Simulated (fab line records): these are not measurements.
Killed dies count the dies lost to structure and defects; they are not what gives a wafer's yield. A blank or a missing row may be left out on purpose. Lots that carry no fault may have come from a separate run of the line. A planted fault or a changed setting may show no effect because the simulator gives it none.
Matching of chambers / flow n5_finfet / 4 sister chambers for N5_BEOL_M0_SAQP_HM_OPEN_112 on rie_diel-03
The step chemistry CHF3/O2, target SiO2, stops on a-Si, target depth 12 nm, time 13.5 s. 20 wafers are shown with their chamber, then 10 later ones without.

## WAFERS, EACH WITH ITS CHAMBER
wafer=L076.2; chamber=1; rf_vpp_V (V)=542; showerhead_plenum_p_Torr (Torr)=2.37; drypump_motor_current_A (A)=5.9
wafer=L076.3; chamber=0; rf_vpp_V (V)=535; showerhead_plenum_p_Torr (Torr)=2.42; drypump_motor_current_A (A)=5.3
wafer=L076.4; chamber=2; rf_vpp_V (V)=535; showerhead_plenum_p_Torr (Torr)=2.36; drypump_motor_current_A (A)=6.6
wafer=L077.2; chamber=3; rf_vpp_V (V)=486; showerhead_plenum_p_Torr (Torr)=2.47; drypump_motor_current_A (A)=6.4
wafer=L077.5; chamber=2; rf_vpp_V (V)=535; showerhead_plenum_p_Torr (Torr)=2.36; drypump_motor_current_A (A)=6.6
wafer=L077.6; chamber=1; rf_vpp_V (V)=542; showerhead_plenum_p_Torr (Torr)=2.37; drypump_motor_current_A (A)=5.8
wafer=L078.1; chamber=2; rf_vpp_V (V)=536; showerhead_plenum_p_Torr (Torr)=2.36; drypump_motor_current_A (A)=6.5
wafer=L078.4; chamber=3; rf_vpp_V (V)=485; showerhead_plenum_p_Torr (Torr)=2.47; drypump_motor_current_A (A)=6.4
wafer=L078.5; chamber=3; rf_vpp_V (V)=486; showerhead_plenum_p_Torr (Torr)=2.47; drypump_motor_current_A (A)=6.4
wafer=L082.3; chamber=0; rf_vpp_V (V)=534; showerhead_plenum_p_Torr (Torr)=2.42; drypump_motor_current_A (A)=5.3
wafer=L082.4; chamber=3; rf_vpp_V (V)=487; showerhead_plenum_p_Torr (Torr)=2.46; drypump_motor_current_A (A)=6.4
wafer=L082.6; chamber=0; rf_vpp_V (V)=532; showerhead_plenum_p_Torr (Torr)=2.42; drypump_motor_current_A (A)=5.3
wafer=L084.2; chamber=0; rf_vpp_V (V)=533; showerhead_plenum_p_Torr (Torr)=2.41; drypump_motor_current_A (A)=5.2
wafer=L084.4; chamber=2; rf_vpp_V (V)=536; showerhead_plenum_p_Torr (Torr)=2.35; drypump_motor_current_A (A)=6.5
wafer=L084.6; chamber=2; rf_vpp_V (V)=535; showerhead_plenum_p_Torr (Torr)=2.35; drypump_motor_current_A (A)=6.6
wafer=L089.2; chamber=2; rf_vpp_V (V)=537; showerhead_plenum_p_Torr (Torr)=2.35; drypump_motor_current_A (A)=6.6
wafer=L089.4; chamber=3; rf_vpp_V (V)=486; showerhead_plenum_p_Torr (Torr)=2.46; drypump_motor_current_A (A)=6.5
wafer=L089.6; chamber=0; rf_vpp_V (V)=533; showerhead_plenum_p_Torr (Torr)=2.41; drypump_motor_current_A (A)=5.2
wafer=L090.1; chamber=0; rf_vpp_V (V)=535; showerhead_plenum_p_Torr (Torr)=2.41; drypump_motor_current_A (A)=5.3
wafer=L090.3; chamber=3; rf_vpp_V (V)=487; showerhead_plenum_p_Torr (Torr)=2.46; drypump_motor_current_A (A)=6.4

SIGNATURES (averages over the wafers above)
reading=rf_vpp_V; chamber 0=533.67; chamber 1=542.00; chamber 2=535.67; chamber 3=486.17; scatter within a chamber=0.919
reading=showerhead_plenum_p_Torr; chamber 0=2.4150; chamber 1=2.3700; chamber 2=2.3550; chamber 3=2.4650; scatter within a chamber=0.0053
reading=drypump_motor_current_A; chamber 0=5.267; chamber 1=5.850; chamber 2=6.567; chamber 3=6.417; scatter within a chamber=0.05
Rule: for a wafer and a chamber, the distance is found by dividing, reading by reading, the gap between the wafer's reading and the chamber's mean by the reading's scatter, squaring, summing and taking the root. The wafer belongs to the nearest chamber; if the next one is less than 2 further off, it can't be placed. How the scatter is found: for the shown wafers, subtract from each reading the mean of its chamber, square and add these, divide the total by (wafers less chambers), then take the root.

## WAFERS WITHOUT THEIR CHAMBER
wafer=L090.5; rf_vpp_V (V)=541; showerhead_plenum_p_Torr (Torr)=2.36; drypump_motor_current_A (A)=5.9
wafer=L095.1; rf_vpp_V (V)=540; showerhead_plenum_p_Torr (Torr)=2.36; drypump_motor_current_A (A)=5.8
wafer=L095.2; rf_vpp_V (V)=534; showerhead_plenum_p_Torr (Torr)=2.41; drypump_motor_current_A (A)=5.2
wafer=L095.4; rf_vpp_V (V)=535; showerhead_plenum_p_Torr (Torr)=2.35; drypump_motor_current_A (A)=6.5
wafer=L096.4; rf_vpp_V (V)=533; showerhead_plenum_p_Torr (Torr)=2.41; drypump_motor_current_A (A)=5.3
wafer=L096.5; rf_vpp_V (V)=542; showerhead_plenum_p_Torr (Torr)=2.36; drypump_motor_current_A (A)=5.9
wafer=L096.6; rf_vpp_V (V)=534; showerhead_plenum_p_Torr (Torr)=2.34; drypump_motor_current_A (A)=6.6
wafer=L097.2; rf_vpp_V (V)=532; showerhead_plenum_p_Torr (Torr)=2.41; drypump_motor_current_A (A)=5.3
wafer=L097.4; rf_vpp_V (V)=541; showerhead_plenum_p_Torr (Torr)=2.36; drypump_motor_current_A (A)=5.8
wafer=L097.5; rf_vpp_V (V)=535; showerhead_plenum_p_Torr (Torr)=2.35; drypump_motor_current_A (A)=6.6

## WHICH CHAMBER EACH ONE RAN IN
wafer=L090.5; from the rows above=1; in truth=1
wafer=L095.1; from the rows above=1; in truth=1
wafer=L095.2; from the rows above=0; in truth=0
wafer=L095.4; from the rows above=2; in truth=2
wafer=L096.4; from the rows above=0; in truth=0
wafer=L096.5; from the rows above=1; in truth=1
wafer=L096.6; from the rows above=2; in truth=2
wafer=L097.2; from the rows above=0; in truth=0
wafer=L097.4; from the rows above=1; in truth=1
wafer=L097.5; from the rows above=2; in truth=2
10 of 10 placed correctly. From these rows, 0 cannot be placed. Wrongly placed: 0.
